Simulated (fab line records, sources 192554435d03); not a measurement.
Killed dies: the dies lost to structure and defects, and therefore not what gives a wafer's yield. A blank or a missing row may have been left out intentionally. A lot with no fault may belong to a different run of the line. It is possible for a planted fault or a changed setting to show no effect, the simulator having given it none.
One fault seen from 3 desks -- flow n5 finfet -- every desk sees just its own numbers, and what lay behind them comes last

## THE DEFECT DESK
Counts from the inspections along the route, per lot, as means over the sampled wafers that have a number. If a lot's mean is further than 4 standard deviations from the usual mean, the lot is out of limits and carries the mark OUT (the distance appears in the brackets).
Columns: A = raw defect count at N5_BEOL_M11_INSPECT_13, usual 404
lot,first seen here,A
L493,day 10 02:33,316
L504,day 13 10:12,345
L505,day 13 13:35,330
L509,day 14 03:14,560
L514,day 16 02:37,353
L516,day 16 07:52,500
This desk found nothing out of limits on any of the 6 lots.

## DESK OF THE TOOL OWNER: rie diel-06
The tool's own readings at N5_BEOL_M11_DESCUM_16 (chemistry O2, time 7.9 s): means of the sampled wafers that have a number, for each lot that ran on this tool. If a lot's mean is further than 4 standard deviations from the usual mean, the lot is out of limits and carries the mark OUT (the distance appears in the brackets).
Columns: A = drypump motor current A at N5_BEOL_M11_DESCUM_16, usual 5.7 A; B = oes product au at N5_BEOL_M11_DESCUM_16, usual 0.79 a.u.; C = rf vpp V at N5_BEOL_M11_DESCUM_16, usual 243.9 V; D = showerhead plenum p Torr at N5_BEOL_M11_DESCUM_16, usual 2.14 Torr; E = throttle valve pct at N5_BEOL_M11_DESCUM_16, usual 20.41 %
lot,first seen here,A,B,C,D,E
L493,day 10 02:39,5.6,0.77,243.3,2.05,20.26
L504,day 13 10:14,6.1,0.74,243.9,2.11,20.26
L505,day 13 13:37,5.6,0.71,242.3,2.04,20.39
L514,day 16 02:39,6.1,0.74,243.4,2.11,20.28
This desk found nothing out of limits on any of the 4 lots.

## AT THE METROLOGY DESK
What the gauges read, lot by lot, whatever tool the lot ran on: means of the sampled wafers that have a number. If a lot's mean is further than 4 standard deviations from the usual mean, the lot is out of limits and carries the mark OUT (the distance appears in the brackets).
Columns: A = cd nm at N5_BEOL_M11_CD_MEAS_11, usual 64.2 nm; B = M11_OVL at N5_BEOL_M11_OVL_MEAS_12, usual -0.2 nm
lot,first seen here,A,B
L493,day 10 02:29,64.5,-0.9
L504,day 13 10:08,64.4,0.2
L505,day 13 13:32,63.8,0.6
L509,day 14 03:11,64.1,-1.8
L514,day 16 02:34,64.4,-0.6
L516,day 16 07:49,64.3,0.7
This desk found nothing out of limits on any of the 6 lots.

## ALL TOGETHER
No out-of-limits result turned up at the defect desk.
The tool owner's desk saw nothing out of limits.
Metrology desk: nothing out of limits seen.

## WHAT THE SIMULATOR HAD PUT IN
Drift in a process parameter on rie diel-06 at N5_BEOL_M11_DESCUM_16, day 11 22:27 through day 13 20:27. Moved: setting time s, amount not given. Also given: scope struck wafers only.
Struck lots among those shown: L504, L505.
